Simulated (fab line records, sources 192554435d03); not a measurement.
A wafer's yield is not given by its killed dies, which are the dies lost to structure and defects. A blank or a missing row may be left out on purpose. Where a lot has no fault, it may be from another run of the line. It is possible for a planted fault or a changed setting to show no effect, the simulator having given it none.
Split-lot study ; flow n5Finfet ; 39 wafers read across 7 lots, on a route 1938 steps long

## THE SPLIT
At N5_FIN_SAQP_ALD_61 (deposits SiO2, target thk 4 nm, pulse time 1 s, purge time 2 s), the setting aldCycles was moved away from the recipe's 43 on 12 of the 39 wafers read, by -58.1% to +32.6%. All remaining wafers had this setting at the recipe value.

Reading taken at the split's own step.

## THE READING
SiO2_of_FIN_SAQP_ALD_61.thkNm (the simulator's own value, which no gauge read), in nm, at N5_FIN_SAQP_ALD_61 (deposits SiO2, target thk 4 nm, pulse time 1 s, purge time 2 s). The file does not state a usual value for it. Here, 27 wafers ran the recipe; their average is 4.002 nm with a standard deviation of 0.015 nm.

wafer;tool, chamber at the split;aldCycles as run;against the recipe;SiO2_of_FIN_SAQP_ALD_61.thkNm, nm;against lot-mates on the recipe
L075.1;aldSin-03, 1;43;recipe;3.976;-
L075.2;aldSin-03, 3;43;recipe;3.991;-
L075.3;aldSin-03, 2;43;recipe;4.014;-
L075.4;aldSin-03, 0;43;recipe;3.983;-
L075.5;aldSin-03, 0;43;recipe;3.987;-
L075.6;aldSin-03, 1;43;recipe;3.968;-
L078.1;aldSin-02, 1;24;-44.2%;2.259;-1.745
L078.2;aldSin-02, 3;43;recipe;4.001;-
L078.3;aldSin-02, 2;24;-44.2%;2.254;-1.750
L078.4;aldSin-02, 0;43;recipe;3.998;-
L078.5;aldSin-02, 1;24;-44.2%;2.25;-1.754
L078.6;aldSin-02, 0;43;recipe;4.014;-
L079.1;aldSin-01, 1;55;+27.9%;5.107;+1.108
L079.2;aldSin-01, 0;55;+27.9%;5.13;+1.131
L079.3;aldSin-01, 2,1;43;recipe;3.998;-
L079.5;aldSin-01, 2,1;43;recipe;3.998;-
L079.4;aldSin-01, 3;43;recipe;4.001;-
L079.6;aldSin-01, 2;55;+27.9%;5.143;+1.144
L082.1;aldSin-01, 1;57;+32.6%;5.314;+1.297
L082.2;aldSin-01, 0;57;+32.6%;5.309;+1.292
L082.3;aldSin-01, 3;57;+32.6%;5.31;+1.293
L082.4;aldSin-01, 2;43;recipe;4.025;-
L082.5;aldSin-01, 2;43;recipe;4.017;-
L082.6;aldSin-01, 1;43;recipe;4.01;-
L083.1;aldSin-03, 2;18;-58.1%;1.704;-2.302
L083.2;aldSin-03, 0;18;-58.1%;1.705;-2.301
L083.3;aldSin-03, 3;43;recipe;4.011;-
L083.4;aldSin-03, 1;43;recipe;3.987;-
L083.5;aldSin-03, 2;43;recipe;4.02;-
L083.6;aldSin-03, 3;18;-58.1%;1.706;-2.300
L091.1;aldSin-01, 1;43;recipe;4.021;-
L091.2;aldSin-01, 3;43;recipe;3.996;-
L091.3;aldSin-01, 0;43;recipe;4.022;-
L091.4;aldSin-01, 2;43;recipe;4.002;-
L091.5;aldSin-01, 3;43;recipe;4.017;-
L091.6;aldSin-01, 2;43;recipe;4.019;-
L095.2;aldSin-03, 0;43;recipe;3.996;-
L095.3;aldSin-03, 3;43;recipe;3.984;-
L095.6;aldSin-03, 1;43;recipe;3.999;-
If several chambers appear in one row, that row covers several wafers at once and the file leaves open which wafer was in which chamber.

FIT RESULTS
A straight line over all 39 wafers: SiO2_of_FIN_SAQP_ALD_61.thkNm changes by +0.0397 nm for each +1% of aldCycles; r = +1.00; the points scatter about the line by 0.015 nm.
The same after taking each lot's own level away (the mean of its wafers on the recipe; 39 wafers): +0.0397 nm for each +1%; r = +1.00; scatter 0.011 nm.
According to that fit, moving aldCycles by its largest amount changes the reading by 2.3 nm.
From 3.9865 to 4.0173 nm: that is the span of the lots' own levels, equal to 2.1 times the standard deviation above.
So the lot-to-lot level changes the slope little: the two slopes agree.
Check: -2.31 nm against its lot-mates is what the line predicts for one of the wafers moved furthest among these (-58.1%) when that wafer is left out of the fit. It came out at -2.3 nm against them.

## THE OTHER SPLITS THESE WAFERS WENT THROUGH
These wafers also went through other splits before the reading. Each is held against what the fit with the lots' levels taken away leaves over:
other split on the same wafers;wafers away from the commonest value;r with SiO2_of_FIN_SAQP_ALD_61.thkNm (lot level and that fit taken away)
N5_ZERO_LAYER_DEVELOP_10 developTimeS;12;+0.04

## THE FILE'S OWN FIT
SiO2_of_FIN_SAQP_ALD_61.thkNm changes by +0.0397 nm for each +1% of aldCycles, r = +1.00.
